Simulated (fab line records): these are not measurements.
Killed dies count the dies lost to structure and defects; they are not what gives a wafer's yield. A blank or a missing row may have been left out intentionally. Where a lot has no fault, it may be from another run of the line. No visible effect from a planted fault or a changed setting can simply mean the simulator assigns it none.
What tool caused it? / flow n5 finfet / 24 lots with 72 wafers sampled at 6 steps, on a route of 1938 steps

## WHAT THE GAUGES READ, wafer by wafer
The record holds no reading of a measuring or inspecting step that can be judged against a usual standard deviation.

## TOOL THAT RAN EACH LOT (tool first, then ch and the chambers of the sampled wafers, then the start)
lot=L074; N5_BEOL_M3_SURFACE_TREAT_85=pvd sputter-01, day 7 04:22; N5_BEOL_M3_SPUTTER_81=pvd sputter-02, day 7 06:29; N5_BEOL_M3_SPUTTER_92=pvd sputter-02, day 7 07:22; N5_BEOL_M3_ANNEAL_95=pvd sputter-02, day 7 07:40; N5_BEOL_M3_SPUTTER_96=pvd sputter-02, day 7 07:48; N5_BEOL_M4_HM_OPEN_17=rie metal-01 ch 0,1, day 7 10:07
lot=L075; N5_BEOL_M3_SURFACE_TREAT_85=pvd sputter-03, day 7 09:20; N5_BEOL_M3_SPUTTER_81=pvd sputter-01, day 7 10:07; N5_BEOL_M3_SPUTTER_92=pvd sputter-01, day 7 10:59; N5_BEOL_M3_ANNEAL_95=pvd sputter-01, day 7 11:17; N5_BEOL_M3_SPUTTER_96=pvd sputter-01, day 7 11:26; N5_BEOL_M4_HM_OPEN_17=rie metal-03 ch 0, day 7 14:07
lot=L076; N5_BEOL_M3_SURFACE_TREAT_85=pvd sputter-02, day 7 14:41; N5_BEOL_M3_SPUTTER_81=pvd sputter-02, day 7 15:21; N5_BEOL_M3_SPUTTER_92=pvd sputter-02, day 7 16:14; N5_BEOL_M3_ANNEAL_95=pvd sputter-02, day 7 16:32; N5_BEOL_M3_SPUTTER_96=pvd sputter-02, day 7 16:40; N5_BEOL_M4_HM_OPEN_17=rie metal-03 ch 0,1, day 7 19:43
lot=L077; N5_BEOL_M3_SURFACE_TREAT_85=pvd sputter-01, day 7 21:28; N5_BEOL_M3_SPUTTER_81=pvd sputter-03, day 7 22:08; N5_BEOL_M3_SPUTTER_92=pvd sputter-03, day 7 23:01; N5_BEOL_M3_ANNEAL_95=pvd sputter-03, day 7 23:19; N5_BEOL_M3_SPUTTER_96=pvd sputter-03, day 7 23:28; N5_BEOL_M4_HM_OPEN_17=rie metal-03 ch 0, day 8 02:13
lot=L078; N5_BEOL_M3_SURFACE_TREAT_85=pvd sputter-03, day 8 01:29; N5_BEOL_M3_SPUTTER_81=pvd sputter-02, day 8 02:28; N5_BEOL_M3_SPUTTER_92=pvd sputter-02, day 8 03:21; N5_BEOL_M3_ANNEAL_95=pvd sputter-02, day 8 03:39; N5_BEOL_M3_SPUTTER_96=pvd sputter-02, day 8 03:47; N5_BEOL_M4_HM_OPEN_17=rie metal-02 ch 0,1, day 8 06:41
lot=L079; N5_BEOL_M3_SURFACE_TREAT_85=pvd sputter-03, day 8 05:52; N5_BEOL_M3_SPUTTER_81=pvd sputter-03, day 8 08:25; N5_BEOL_M3_SPUTTER_92=pvd sputter-03, day 8 09:17; N5_BEOL_M3_ANNEAL_95=pvd sputter-03, day 8 09:35; N5_BEOL_M3_SPUTTER_96=pvd sputter-03, day 8 09:44; N5_BEOL_M4_HM_OPEN_17=rie metal-02 ch 0,1, day 8 12:56
lot=L080; N5_BEOL_M3_SURFACE_TREAT_85=pvd sputter-02, day 8 20:23; N5_BEOL_M3_SPUTTER_81=pvd sputter-03, day 8 21:08; N5_BEOL_M3_SPUTTER_92=pvd sputter-03, day 8 22:01; N5_BEOL_M3_ANNEAL_95=pvd sputter-03, day 8 22:19; N5_BEOL_M3_SPUTTER_96=pvd sputter-03, day 8 22:27; N5_BEOL_M4_HM_OPEN_17=rie metal-03 ch 0,1, day 9 00:35
lot=L081; N5_BEOL_M3_SURFACE_TREAT_85=pvd sputter-02, day 9 00:02; N5_BEOL_M3_SPUTTER_81=pvd sputter-02, day 9 00:41; N5_BEOL_M3_SPUTTER_92=pvd sputter-02, day 9 01:34; N5_BEOL_M3_ANNEAL_95=pvd sputter-02, day 9 01:52; N5_BEOL_M3_SPUTTER_96=pvd sputter-02, day 9 02:01; N5_BEOL_M4_HM_OPEN_17=rie metal-02 ch 0,1, day 9 07:58
lot=L082; N5_BEOL_M3_SURFACE_TREAT_85=pvd sputter-03, day 9 17:53; N5_BEOL_M3_SPUTTER_81=pvd sputter-03, day 9 20:34; N5_BEOL_M3_SPUTTER_92=pvd sputter-03, day 9 21:27; N5_BEOL_M3_ANNEAL_95=pvd sputter-03, day 9 21:45; N5_BEOL_M3_SPUTTER_96=pvd sputter-03, day 9 21:53; N5_BEOL_M4_HM_OPEN_17=rie metal-02 ch 0,1, day 10 00:41
lot=L083; N5_BEOL_M3_SURFACE_TREAT_85=pvd sputter-03, day 9 22:32; N5_BEOL_M3_SPUTTER_81=pvd sputter-02, day 9 23:24; N5_BEOL_M3_SPUTTER_92=pvd sputter-02, day 10 01:20; N5_BEOL_M3_ANNEAL_95=pvd sputter-02, day 10 01:40; N5_BEOL_M3_SPUTTER_96=pvd sputter-02, day 10 01:50; N5_BEOL_M4_HM_OPEN_17=rie metal-03 ch 0,1, day 10 05:38
lot=L084; N5_BEOL_M3_SURFACE_TREAT_85=pvd sputter-03, day 10 00:56; N5_BEOL_M3_SPUTTER_81=pvd sputter-03, day 10 01:37; N5_BEOL_M3_SPUTTER_92=pvd sputter-03, day 10 02:29; N5_BEOL_M3_ANNEAL_95=pvd sputter-03, day 10 02:47; N5_BEOL_M3_SPUTTER_96=pvd sputter-03, day 10 04:02; N5_BEOL_M4_HM_OPEN_17=rie metal-02 ch 1, day 10 07:17
lot=L085; N5_BEOL_M3_SURFACE_TREAT_85=pvd sputter-02, day 10 15:02; N5_BEOL_M3_SPUTTER_81=pvd sputter-03, day 10 15:47; N5_BEOL_M3_SPUTTER_92=pvd sputter-03, day 10 16:40; N5_BEOL_M3_ANNEAL_95=pvd sputter-03, day 10 16:58; N5_BEOL_M3_SPUTTER_96=pvd sputter-03, day 10 17:06; N5_BEOL_M4_HM_OPEN_17=rie metal-03 ch 0,1, day 10 19:12
lot=L086; N5_BEOL_M3_SURFACE_TREAT_85=pvd sputter-02, day 10 15:07; N5_BEOL_M3_SPUTTER_81=pvd sputter-01, day 11 01:43; N5_BEOL_M3_SPUTTER_92=pvd sputter-01, day 11 02:35; N5_BEOL_M3_ANNEAL_95=pvd sputter-01, day 11 02:53; N5_BEOL_M3_SPUTTER_96=pvd sputter-01, day 11 03:02; N5_BEOL_M4_HM_OPEN_17=rie metal-02 ch 0,1, day 11 05:52
lot=L087; N5_BEOL_M3_SURFACE_TREAT_85=pvd sputter-02, day 11 02:26; N5_BEOL_M3_SPUTTER_81=pvd sputter-02, day 11 03:06; N5_BEOL_M3_SPUTTER_92=pvd sputter-02, day 11 03:59; N5_BEOL_M3_ANNEAL_95=pvd sputter-02, day 11 04:17; N5_BEOL_M3_SPUTTER_96=pvd sputter-02, day 11 04:25; N5_BEOL_M4_HM_OPEN_17=rie metal-03 ch 0,1, day 11 08:44
lot=L088; N5_BEOL_M3_SURFACE_TREAT_85=pvd sputter-01, day 11 08:03; N5_BEOL_M3_SPUTTER_81=pvd sputter-01, day 11 08:44; N5_BEOL_M3_SPUTTER_92=pvd sputter-01, day 11 09:37; N5_BEOL_M3_ANNEAL_95=pvd sputter-01, day 11 09:55; N5_BEOL_M3_SPUTTER_96=pvd sputter-01, day 11 10:03; N5_BEOL_M4_HM_OPEN_17=rie metal-03 ch 0,1, day 11 13:27
lot=L089; N5_BEOL_M3_SURFACE_TREAT_85=pvd sputter-01, day 11 11:15; N5_BEOL_M3_SPUTTER_81=pvd sputter-02, day 11 12:01; N5_BEOL_M3_SPUTTER_92=pvd sputter-02, day 11 12:54; N5_BEOL_M3_ANNEAL_95=pvd sputter-02, day 11 13:12; N5_BEOL_M3_SPUTTER_96=pvd sputter-02, day 11 13:20; N5_BEOL_M4_HM_OPEN_17=rie metal-01 ch 0,1, day 11 17:04
lot=L090; N5_BEOL_M3_SURFACE_TREAT_85=pvd sputter-03, day 11 13:17; N5_BEOL_M3_SPUTTER_81=pvd sputter-01, day 11 14:01; N5_BEOL_M3_SPUTTER_92=pvd sputter-01, day 11 14:53; N5_BEOL_M3_ANNEAL_95=pvd sputter-01, day 11 15:11; N5_BEOL_M3_SPUTTER_96=pvd sputter-01, day 11 15:20; N5_BEOL_M4_HM_OPEN_17=rie metal-03 ch 0,1, day 11 17:26
lot=L092; N5_BEOL_M3_SURFACE_TREAT_85=pvd sputter-02, day 11 22:23; N5_BEOL_M3_SPUTTER_81=pvd sputter-01, day 11 23:05; N5_BEOL_M3_SPUTTER_92=pvd sputter-01, day 11 23:58; N5_BEOL_M3_ANNEAL_95=pvd sputter-01, day 12 00:16; N5_BEOL_M3_SPUTTER_96=pvd sputter-01, day 12 00:24; N5_BEOL_M4_HM_OPEN_17=rie metal-02 ch 0,1, day 12 03:52
lot=L091; N5_BEOL_M3_SURFACE_TREAT_85=pvd sputter-01, day 12 03:38; N5_BEOL_M3_SPUTTER_81=pvd sputter-01, day 12 04:26; N5_BEOL_M3_SPUTTER_92=pvd sputter-01, day 12 05:19; N5_BEOL_M3_ANNEAL_95=pvd sputter-01, day 12 05:37; N5_BEOL_M3_SPUTTER_96=pvd sputter-01, day 12 05:46; N5_BEOL_M4_HM_OPEN_17=rie metal-03 ch 0,1, day 12 10:28
lot=L093; N5_BEOL_M3_SURFACE_TREAT_85=pvd sputter-01, day 12 10:19; N5_BEOL_M3_SPUTTER_81=pvd sputter-03, day 12 11:04; N5_BEOL_M3_SPUTTER_92=pvd sputter-03, day 12 11:56; N5_BEOL_M3_ANNEAL_95=pvd sputter-03, day 12 12:14; N5_BEOL_M3_SPUTTER_96=pvd sputter-03, day 12 12:23; N5_BEOL_M4_HM_OPEN_17=rie metal-03 ch 1, day 12 15:44
lot=L094; N5_BEOL_M3_SURFACE_TREAT_85=pvd sputter-03, day 12 10:30; N5_BEOL_M3_SPUTTER_81=pvd sputter-03, day 12 12:54; N5_BEOL_M3_SPUTTER_92=pvd sputter-03, day 12 13:47; N5_BEOL_M3_ANNEAL_95=pvd sputter-03, day 12 14:05; N5_BEOL_M3_SPUTTER_96=pvd sputter-03, day 12 14:13; N5_BEOL_M4_HM_OPEN_17=rie metal-01 ch 0,1, day 12 17:32
lot=L095; N5_BEOL_M3_SURFACE_TREAT_85=pvd sputter-02, day 12 16:29; N5_BEOL_M3_SPUTTER_81=pvd sputter-02, day 12 17:23; N5_BEOL_M3_SPUTTER_92=pvd sputter-02, day 12 18:16; N5_BEOL_M3_ANNEAL_95=pvd sputter-02, day 12 18:34; N5_BEOL_M3_SPUTTER_96=pvd sputter-02, day 12 18:42; N5_BEOL_M4_HM_OPEN_17=rie metal-03 ch 0,1, day 12 21:20
lot=L096; N5_BEOL_M3_SURFACE_TREAT_85=pvd sputter-02, day 13 18:52; N5_BEOL_M3_SPUTTER_81=pvd sputter-03, day 13 19:38; N5_BEOL_M3_SPUTTER_92=pvd sputter-03, day 13 20:31; N5_BEOL_M3_ANNEAL_95=pvd sputter-03, day 13 20:49; N5_BEOL_M3_SPUTTER_96=pvd sputter-03, day 13 20:57; N5_BEOL_M4_HM_OPEN_17=rie metal-01 ch 0,1, day 13 23:40
lot=L097; N5_BEOL_M3_SURFACE_TREAT_85=pvd sputter-01, day 13 21:56; N5_BEOL_M3_SPUTTER_81=pvd sputter-03, day 13 22:36; N5_BEOL_M3_SPUTTER_92=pvd sputter-03, day 13 23:29; N5_BEOL_M3_ANNEAL_95=pvd sputter-03, day 13 23:47; N5_BEOL_M3_SPUTTER_96=pvd sputter-03, day 13 23:55; N5_BEOL_M4_HM_OPEN_17=rie metal-02 ch 0,1, day 14 02:32
- N5_BEOL_M3_SURFACE_TREAT_85
- N5_BEOL_M3_SPUTTER_81: material Cu, target thk 4.5 nm, time 8.29 s.
- N5_BEOL_M3_SPUTTER_92: material Cu, target thk 4.5 nm, time 8.29 s.
- N5_BEOL_M3_ANNEAL_95: time 240 s.
- N5_BEOL_M3_SPUTTER_96: material Cu, target thk 4.5 nm, time 8.29 s.
- N5_BEOL_M4_HM_OPEN_17: chemistry Cl2/BCl3, target TiN, target depth 20 nm, overetch 6 nm.

## WHAT THE TOOLS THEMSELVES READ (means of the sampled wafers that have a number; where no wafer has one, the mark that the record gives instead)
N5_BEOL_M3_SPUTTER_81.
lot=L074; tool=pvd sputter-02; throttle valve pct (%)=29.2
lot=L075; tool=pvd sputter-01; throttle valve pct (%)=29.8
lot=L076; tool=pvd sputter-02; throttle valve pct (%)=29.6
lot=L077; tool=pvd sputter-03; throttle valve pct (%)=30.3
lot=L078; tool=pvd sputter-02; throttle valve pct (%)=28.5
lot=L079; tool=pvd sputter-03; throttle valve pct (%)=29.6
lot=L080; tool=pvd sputter-03; throttle valve pct (%)=30.3
lot=L081; tool=pvd sputter-02; throttle valve pct (%)=30.0
lot=L082; tool=pvd sputter-03; throttle valve pct (%)=30.2
lot=L083; tool=pvd sputter-02; throttle valve pct (%)=29.4
lot=L084; tool=pvd sputter-03; throttle valve pct (%)=30.6
lot=L085; tool=pvd sputter-03; throttle valve pct (%)=29.5
lot=L086; tool=pvd sputter-01; throttle valve pct (%)=30.0
lot=L087; tool=pvd sputter-02; throttle valve pct (%)=29.3
lot=L088; tool=pvd sputter-01; throttle valve pct (%)=29.6
lot=L089; tool=pvd sputter-02; throttle valve pct (%)=29.3
lot=L090; tool=pvd sputter-01; throttle valve pct (%)=29.3
lot=L092; tool=pvd sputter-01; throttle valve pct (%)=29.6
lot=L091; tool=pvd sputter-01; throttle valve pct (%)=29.3
lot=L093; tool=pvd sputter-03; throttle valve pct (%)=29.6
lot=L094; tool=pvd sputter-03; throttle valve pct (%)=30.3
lot=L095; tool=pvd sputter-02; throttle valve pct (%)=29.3
lot=L096; tool=pvd sputter-03; throttle valve pct (%)=30.5
lot=L097; tool=pvd sputter-03; throttle valve pct (%)=29.6

N5_BEOL_M3_SPUTTER_92.
lot=L074; tool=pvd sputter-02; throttle valve pct (%)=29.2
lot=L075; tool=pvd sputter-01; throttle valve pct (%)=29.9
lot=L076; tool=pvd sputter-02; throttle valve pct (%)=29.5
lot=L077; tool=pvd sputter-03; throttle valve pct (%)=30.4
lot=L078; tool=pvd sputter-02; throttle valve pct (%)=28.4
lot=L079; tool=pvd sputter-03; throttle valve pct (%)=29.7
lot=L080; tool=pvd sputter-03; throttle valve pct (%)=30.2
lot=L081; tool=pvd sputter-02; throttle valve pct (%)=29.9
lot=L082; tool=pvd sputter-03; throttle valve pct (%)=30.1
lot=L083; tool=pvd sputter-02; throttle valve pct (%)=29.4
lot=L084; tool=pvd sputter-03; throttle valve pct (%)=30.4
lot=L085; tool=pvd sputter-03; throttle valve pct (%)=29.5
lot=L086; tool=pvd sputter-01; throttle valve pct (%)=29.8
lot=L087; tool=pvd sputter-02; throttle valve pct (%)=29.1
lot=L088; tool=pvd sputter-01; throttle valve pct (%)=29.4
lot=L089; tool=pvd sputter-02; throttle valve pct (%)=29.4
lot=L090; tool=pvd sputter-01; throttle valve pct (%)=29.4
lot=L092; tool=pvd sputter-01; throttle valve pct (%)=29.6
lot=L091; tool=pvd sputter-01; throttle valve pct (%)=29.4
lot=L093; tool=pvd sputter-03; throttle valve pct (%)=29.6
lot=L094; tool=pvd sputter-03; throttle valve pct (%)=30.3
lot=L095; tool=pvd sputter-02; throttle valve pct (%)=29.1
lot=L096; tool=pvd sputter-03; throttle valve pct (%)=30.5
lot=L097; tool=pvd sputter-03; throttle valve pct (%)=29.5

N5_BEOL_M3_ANNEAL_95.
lot=L074; tool=pvd sputter-02; heater power w (W)=871
lot=L075; tool=pvd sputter-01; heater power w (W)=885
lot=L076; tool=pvd sputter-02; heater power w (W)=820
lot=L077; tool=pvd sputter-03; heater power w (W)=960
lot=L078; tool=pvd sputter-02; heater power w (W)=882
lot=L079; tool=pvd sputter-03; heater power w (W)=829
lot=L080; tool=pvd sputter-03; heater power w (W)=942
lot=L081; tool=pvd sputter-02; heater power w (W)=875
lot=L082; tool=pvd sputter-03; heater power w (W)=941
lot=L083; tool=pvd sputter-02; heater power w (W)=827
lot=L084; tool=pvd sputter-03; heater power w (W)=874
lot=L085; tool=pvd sputter-03; heater power w (W)=845
lot=L086; tool=pvd sputter-01; heater power w (W)=820
lot=L087; tool=pvd sputter-02; heater power w (W)=872
lot=L088; tool=pvd sputter-01; heater power w (W)=802
lot=L089; tool=pvd sputter-02; heater power w (W)=818
lot=L090; tool=pvd sputter-01; heater power w (W)=808
lot=L092; tool=pvd sputter-01; heater power w (W)=742
lot=L091; tool=pvd sputter-01; heater power w (W)=819
lot=L093; tool=pvd sputter-03; heater power w (W)=827
lot=L094; tool=pvd sputter-03; heater power w (W)=941
lot=L095; tool=pvd sputter-02; heater power w (W)=849
lot=L096; tool=pvd sputter-03; heater power w (W)=881
lot=L097; tool=pvd sputter-03; heater power w (W)=848

N5_BEOL_M3_SPUTTER_96.
lot=L074; tool=pvd sputter-02; throttle valve pct (%)=29.2
lot=L075; tool=pvd sputter-01; throttle valve pct (%)=30.0
lot=L076; tool=pvd sputter-02; throttle valve pct (%)=29.5
lot=L077; tool=pvd sputter-03; throttle valve pct (%)=30.2
lot=L078; tool=pvd sputter-02; throttle valve pct (%)=28.5
lot=L079; tool=pvd sputter-03; throttle valve pct (%)=29.7
lot=L080; tool=pvd sputter-03; throttle valve pct (%)=30.3
lot=L081; tool=pvd sputter-02; throttle valve pct (%)=29.7
lot=L082; tool=pvd sputter-03; throttle valve pct (%)=30.4
lot=L083; tool=pvd sputter-02; throttle valve pct (%)=29.5
lot=L084; tool=pvd sputter-03; throttle valve pct (%)=30.4
lot=L085; tool=pvd sputter-03; throttle valve pct (%)=29.6
lot=L086; tool=pvd sputter-01; throttle valve pct (%)=29.9
lot=L087; tool=pvd sputter-02; throttle valve pct (%)=29.2
lot=L088; tool=pvd sputter-01; throttle valve pct (%)=29.5
lot=L089; tool=pvd sputter-02; throttle valve pct (%)=29.6
lot=L090; tool=pvd sputter-01; throttle valve pct (%)=29.4
lot=L092; tool=pvd sputter-01; throttle valve pct (%)=29.6
lot=L091; tool=pvd sputter-01; throttle valve pct (%)=29.4
lot=L093; tool=pvd sputter-03; throttle valve pct (%)=29.6
lot=L094; tool=pvd sputter-03; throttle valve pct (%)=30.3
lot=L095; tool=pvd sputter-02; throttle valve pct (%)=29.2
lot=L096; tool=pvd sputter-03; throttle valve pct (%)=30.4
lot=L097; tool=pvd sputter-03; throttle valve pct (%)=29.7

N5_BEOL_M4_HM_OPEN_17.
lot=L074; tool=rie metal-01; drypump motor current A (A)=5.8; oes product au (a.u.)=0.62; throttle valve pct (%)=22.16
lot=L075; tool=rie metal-03; drypump motor current A (A)=6.3; oes product au (a.u.)=0.68; throttle valve pct (%)=22.26
lot=L076; tool=rie metal-03; drypump motor current A (A)=5.7; oes product au (a.u.)=0.79; throttle valve pct (%)=21.87
lot=L077; tool=rie metal-03; drypump motor current A (A)=6.3; oes product au (a.u.)=0.66; throttle valve pct (%)=22.28
lot=L078; tool=rie metal-02; drypump motor current A (A)=5.5; oes product au (a.u.)=0.55; throttle valve pct (%)=22.24
lot=L079; tool=rie metal-02; drypump motor current A (A)=5.7; oes product au (a.u.)=0.59; throttle valve pct (%)=22.28
lot=L080; tool=rie metal-03; drypump motor current A (A)=5.8; oes product au (a.u.)=0.76; throttle valve pct (%)=21.88
lot=L081; tool=rie metal-02; drypump motor current A (A)=5.5; oes product au (a.u.)=0.55; throttle valve pct (%)=22.25
lot=L082; tool=rie metal-02; drypump motor current A (A)=5.7; oes product au (a.u.)=0.59; throttle valve pct (%)=22.29
lot=L083; tool=rie metal-03; drypump motor current A (A)=5.7; oes product au (a.u.)=0.74; throttle valve pct (%)=21.89
lot=L084; tool=rie metal-02; drypump motor current A (A)=5.9; oes product au (a.u.)=0.62; throttle valve pct (%)=22.33
lot=L085; tool=rie metal-03; drypump motor current A (A)=5.7; oes product au (a.u.)=0.73; throttle valve pct (%)=21.89
lot=L086; tool=rie metal-02; drypump motor current A (A)=5.7; oes product au (a.u.)=0.68; throttle valve pct (%)=22.23
lot=L087; tool=rie metal-03; drypump motor current A (A)=5.9; oes product au (a.u.)=0.69; throttle valve pct (%)=22.09
lot=L088; tool=rie metal-03; drypump motor current A (A)=5.7; oes product au (a.u.)=0.73; throttle valve pct (%)=21.91
lot=L089; tool=rie metal-01; drypump motor current A (A)=5.8; oes product au (a.u.)=0.61; throttle valve pct (%)=22.19
lot=L090; tool=rie metal-03; drypump motor current A (A)=6.0; oes product au (a.u.)=0.68; throttle valve pct (%)=22.10
lot=L092; tool=rie metal-02; drypump motor current A (A)=5.7; oes product au (a.u.)=0.68; throttle valve pct (%)=22.22
lot=L091; tool=rie metal-03; drypump motor current A (A)=6.0; oes product au (a.u.)=0.69; throttle valve pct (%)=22.09
lot=L093; tool=rie metal-03; drypump motor current A (A)=5.4; oes product au (a.u.)=0.76; throttle valve pct (%)=21.71
lot=L094; tool=rie metal-01; drypump motor current A (A)=5.6; oes product au (a.u.)=0.62; throttle valve pct (%)=22.39
lot=L095; tool=rie metal-03; drypump motor current A (A)=5.7; oes product au (a.u.)=0.72; throttle valve pct (%)=21.90
lot=L096; tool=rie metal-01; drypump motor current A (A)=5.7; oes product au (a.u.)=0.62; throttle valve pct (%)=22.40
lot=L097; tool=rie metal-02; drypump motor current A (A)=5.5; oes product au (a.u.)=0.73; throttle valve pct (%)=22.10

## THE ANSWER, worked out from the rows above alone
Rule: what is usual is taken from the lots themselves. The widest of any qualifying gaps counts: lots, ordered by their means at a reading, are off when they make up no more than a third of the lots, leave a main group of 4 or more, and stand apart from it by 3 or more times the standard deviation of that group's means. A main group whose means are all the same, to the digits that the tables above print for the reading, isn't used. A lot without any number at a reading at which 4 lots or more have one is off too. All remaining lots with rows at the step are treated as sound. After the gauges, taken in route order, come the tools' own readings; for these a lot's mean is taken, as printed above. The first step at which some lot is off is used, and at that step the reading that is off furthest; a lot without a number counts as furthest.
No lot is off on any of the readings shown, so nothing can be concluded from this.

## WHAT WAS PUT IN BY THE SIMULATOR
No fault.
